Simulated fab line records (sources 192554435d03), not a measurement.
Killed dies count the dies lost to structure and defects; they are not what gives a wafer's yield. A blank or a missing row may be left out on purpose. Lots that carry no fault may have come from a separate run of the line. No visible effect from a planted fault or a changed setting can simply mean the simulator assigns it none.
Matching of chambers :: flow n5-finfet :: 4 sister chambers for N5_BEOL_M2_ETCH_69 on rie-diel-04
The step etches SiARC in CF4, target depth 15.6 nm, time 26 s. 33 wafers are shown with their chamber, then 12 later ones without.

## WAFERS, EACH WITH ITS CHAMBER
wafer: L075.2
chamber: 0
showerhead-plenum-p-Torr (Torr): 2.15
throttle-valve-pct (%): 15.9
oes-product-au (a.u.): 0.66

wafer: L075.4
chamber: 1
showerhead-plenum-p-Torr (Torr): 2.19
throttle-valve-pct (%): 15.7
oes-product-au (a.u.): 0.56

wafer: L075.6
chamber: 3
showerhead-plenum-p-Torr (Torr): 2.03
throttle-valve-pct (%): 15.5
oes-product-au (a.u.): 0.59

wafer: L076.1
chamber: 3
showerhead-plenum-p-Torr (Torr): 2.02
throttle-valve-pct (%): 15.5
oes-product-au (a.u.): 0.59

wafer: L076.4
chamber: 3
showerhead-plenum-p-Torr (Torr): 2.02
throttle-valve-pct (%): 15.5
oes-product-au (a.u.): 0.59

wafer: L076.5
chamber: 2
showerhead-plenum-p-Torr (Torr): 2.06
throttle-valve-pct (%): 15.9
oes-product-au (a.u.): 0.62

wafer: L078.1
chamber: 2
showerhead-plenum-p-Torr (Torr): 2.06
throttle-valve-pct (%): 15.9
oes-product-au (a.u.): 0.62

wafer: L078.3
chamber: 2
showerhead-plenum-p-Torr (Torr): 2.06
throttle-valve-pct (%): 15.9
oes-product-au (a.u.): 0.61

wafer: L078.4
chamber: 3
showerhead-plenum-p-Torr (Torr): 2.02
throttle-valve-pct (%): 15.5
oes-product-au (a.u.): 0.58

wafer: L079.1
chamber: 0
showerhead-plenum-p-Torr (Torr): 2.15
throttle-valve-pct (%): 16.0
oes-product-au (a.u.): 0.65

wafer: L079.4
chamber: 0
showerhead-plenum-p-Torr (Torr): 2.15
throttle-valve-pct (%): 16.0
oes-product-au (a.u.): 0.65

wafer: L079.6
chamber: 2
showerhead-plenum-p-Torr (Torr): 2.06
throttle-valve-pct (%): 15.9
oes-product-au (a.u.): 0.61

wafer: L081.1
chamber: 0
showerhead-plenum-p-Torr (Torr): 2.15
throttle-valve-pct (%): 16.0
oes-product-au (a.u.): 0.64

wafer: L081.2
chamber: 1
showerhead-plenum-p-Torr (Torr): 2.18
throttle-valve-pct (%): 15.1
oes-product-au (a.u.): 0.80

wafer: L081.3
chamber: 3
showerhead-plenum-p-Torr (Torr): 2.02
throttle-valve-pct (%): 15.6
oes-product-au (a.u.): 0.59

wafer: L081.4
chamber: 2
showerhead-plenum-p-Torr (Torr): 2.05
throttle-valve-pct (%): 15.9
oes-product-au (a.u.): 0.61

wafer: L081.5
chamber: 1
showerhead-plenum-p-Torr (Torr): 2.18
throttle-valve-pct (%): 15.1
oes-product-au (a.u.): 0.80

wafer: L081.6
chamber: 0
showerhead-plenum-p-Torr (Torr): 2.15
throttle-valve-pct (%): 16.0
oes-product-au (a.u.): 0.64

wafer: L083.2
chamber: 2
showerhead-plenum-p-Torr (Torr): 2.05
throttle-valve-pct (%): 15.9
oes-product-au (a.u.): 0.61

wafer: L083.4
chamber: 3
showerhead-plenum-p-Torr (Torr): 2.02
throttle-valve-pct (%): 15.6
oes-product-au (a.u.): 0.58

wafer: L083.6
chamber: 0
showerhead-plenum-p-Torr (Torr): 2.15
throttle-valve-pct (%): 16.0
oes-product-au (a.u.): 0.64

wafer: L087.1
chamber: 0
showerhead-plenum-p-Torr (Torr): 2.14
throttle-valve-pct (%): 16.0
oes-product-au (a.u.): 0.64

wafer: L087.2
chamber: 1
showerhead-plenum-p-Torr (Torr): 2.18
throttle-valve-pct (%): 15.2
oes-product-au (a.u.): 0.76

wafer: L087.5
chamber: 1
showerhead-plenum-p-Torr (Torr): 2.18
throttle-valve-pct (%): 15.2
oes-product-au (a.u.): 0.77

wafer: L089.1
chamber: 0
showerhead-plenum-p-Torr (Torr): 2.14
throttle-valve-pct (%): 16.0
oes-product-au (a.u.): 0.63

wafer: L089.2
chamber: 2
showerhead-plenum-p-Torr (Torr): 2.05
throttle-valve-pct (%): 15.9
oes-product-au (a.u.): 0.60

wafer: L089.3
chamber: 1
showerhead-plenum-p-Torr (Torr): 2.18
throttle-valve-pct (%): 15.2
oes-product-au (a.u.): 0.75

wafer: L089.4
chamber: 1
showerhead-plenum-p-Torr (Torr): 2.18
throttle-valve-pct (%): 15.2
oes-product-au (a.u.): 0.76

wafer: L089.5
chamber: 0
showerhead-plenum-p-Torr (Torr): 2.14
throttle-valve-pct (%): 16.0
oes-product-au (a.u.): 0.62

wafer: L089.6
chamber: 2
showerhead-plenum-p-Torr (Torr): 2.05
throttle-valve-pct (%): 15.9
oes-product-au (a.u.): 0.60

wafer: L088.1
chamber: 0
showerhead-plenum-p-Torr (Torr): 2.14
throttle-valve-pct (%): 16.0
oes-product-au (a.u.): 0.63

wafer: L088.3
chamber: 2
showerhead-plenum-p-Torr (Torr): 2.05
throttle-valve-pct (%): 15.9
oes-product-au (a.u.): 0.59

wafer: L088.6
chamber: 0
showerhead-plenum-p-Torr (Torr): 2.14
throttle-valve-pct (%): 16.0
oes-product-au (a.u.): 0.63

SIGNATURES (means of the wafers above)
reading: showerhead-plenum-p-Torr
chamber 0: 2.1455
chamber 1: 2.1814
chamber 2: 2.0544
chamber 3: 2.0217
scatter within a chamber: 0.00479

reading: throttle-valve-pct
chamber 0: 15.991
chamber 1: 15.243
chamber 2: 15.900
chamber 3: 15.533
scatter within a chamber: 0.0982

reading: oes-product-au
chamber 0: 0.6391
chamber 1: 0.7429
chamber 2: 0.6078
chamber 3: 0.5867
scatter within a chamber: 0.0387
Rule: for a wafer and a chamber, the distance is found by dividing, reading by reading, the gap between the wafer's reading and the chamber's mean by the reading's scatter, squaring, summing and taking the root. The wafer belongs to the nearest chamber; if the next one is less than 2 further off, it can't be placed. The scatter is the square root of a quotient: the sum, over the shown wafers, of each reading's squared deviation from its chamber's mean, divided by wafers minus chambers.

## WAFERS WITH NO CHAMBER GIVEN
wafer: L091.1
showerhead-plenum-p-Torr (Torr): 2.14
throttle-valve-pct (%): 16.0
oes-product-au (a.u.): 0.62

wafer: L091.2
showerhead-plenum-p-Torr (Torr): 2.05
throttle-valve-pct (%): 15.9
oes-product-au (a.u.): 0.60

wafer: L091.6
showerhead-plenum-p-Torr (Torr): 2.14
throttle-valve-pct (%): 16.0
oes-product-au (a.u.): 0.62

wafer: L092.1
showerhead-plenum-p-Torr (Torr): 2.17
throttle-valve-pct (%): 15.2
oes-product-au (a.u.): 0.74

wafer: L092.2
showerhead-plenum-p-Torr (Torr): 2.14
throttle-valve-pct (%): 16.0
oes-product-au (a.u.): 0.63

wafer: L092.6
showerhead-plenum-p-Torr (Torr): 2.17
throttle-valve-pct (%): 15.2
oes-product-au (a.u.): 0.74

wafer: L094.1
showerhead-plenum-p-Torr (Torr): 2.17
throttle-valve-pct (%): 15.2
oes-product-au (a.u.): 0.73

wafer: L094.2
showerhead-plenum-p-Torr (Torr): 2.14
throttle-valve-pct (%): 16.0
oes-product-au (a.u.): 0.62

wafer: L094.5
showerhead-plenum-p-Torr (Torr): 2.17
throttle-valve-pct (%): 15.2
oes-product-au (a.u.): 0.73

wafer: L096.2
showerhead-plenum-p-Torr (Torr): 2.04
throttle-valve-pct (%): 16.0
oes-product-au (a.u.): 0.59

wafer: L096.4
showerhead-plenum-p-Torr (Torr): 2.17
throttle-valve-pct (%): 15.2
oes-product-au (a.u.): 0.72

wafer: L096.5
showerhead-plenum-p-Torr (Torr): 2.04
throttle-valve-pct (%): 16.0
oes-product-au (a.u.): 0.58

## WHICH CHAMBER EACH WENT THROUGH
wafer: L091.1
from the rows above: 0
in truth: 0

wafer: L091.2
from the rows above: 2
in truth: 2

wafer: L091.6
from the rows above: 0
in truth: 0

wafer: L092.1
from the rows above: 1
in truth: 1

wafer: L092.2
from the rows above: 0
in truth: 0

wafer: L092.6
from the rows above: 1
in truth: 1

wafer: L094.1
from the rows above: 1
in truth: 1

wafer: L094.2
from the rows above: 0
in truth: 0

wafer: L094.5
from the rows above: 1
in truth: 1

wafer: L096.2
from the rows above: 2
in truth: 2

wafer: L096.4
from the rows above: 1
in truth: 1

wafer: L096.5
from the rows above: 2
in truth: 2
Correct placement for 12 of the 12. Can't be placed from these rows: 0. Number placed wrongly: 0.
